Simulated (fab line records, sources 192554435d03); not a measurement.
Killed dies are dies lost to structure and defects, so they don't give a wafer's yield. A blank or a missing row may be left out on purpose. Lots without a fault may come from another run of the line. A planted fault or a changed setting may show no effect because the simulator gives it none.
Chamber matching | flow n5_finfet | N5_BEOL_M14_ETCH_59 on rie_diel-03: 4 sister chambers
The step etches BARC in N2/H2, target depth 89 nm, overetch 26.7 nm, time 67.9 s. 4 wafers are shown with their chamber, then 7 later ones without.

WAFERS WITH THEIR CHAMBER
wafer  | chamber | showerhead_plenum_p_Torr (Torr)
L786.4 | 0       | 2.72
L790.6 | 3       | 2.60
L789.1 | 1       | 2.58
L789.3 | 2       | 2.41

WAFERS WITHOUT THEIR CHAMBER
wafer  | showerhead_plenum_p_Torr (Torr)
L789.6 | 2.72
L795.1 | 2.41
L795.2 | 2.71
L795.5 | 2.41
L797.2 | 2.60
L797.4 | 2.41
L797.5 | 2.71

WHICH CHAMBER EACH WENT THROUGH
wafer  | from the rows above | in truth
L789.6 | 0                   | 0
L795.1 | 2                   | 2
L795.2 | 0                   | 0
L795.5 | 2                   | 2
L797.2 | 3                   | 3
L797.4 | 2                   | 2
L797.5 | 0                   | 0
Placed correctly: 7 of 7. Can't be placed from these rows: 0. Placed wrongly: 0.
How it was worked out, from the rows above alone: a wafer's distance from a chamber is the root of the sum, over the readings, of the square of ((its reading less the chamber's mean) divided by the reading's scatter). The wafer belongs to the nearest chamber; if the next one is less than 2 further off, it can't be placed. A chamber's mean is the mean of its shown wafers. The scatter: with one shown wafer a chamber, the root of the mean of the squares of how far each hidden wafer lies from its nearest shown one.
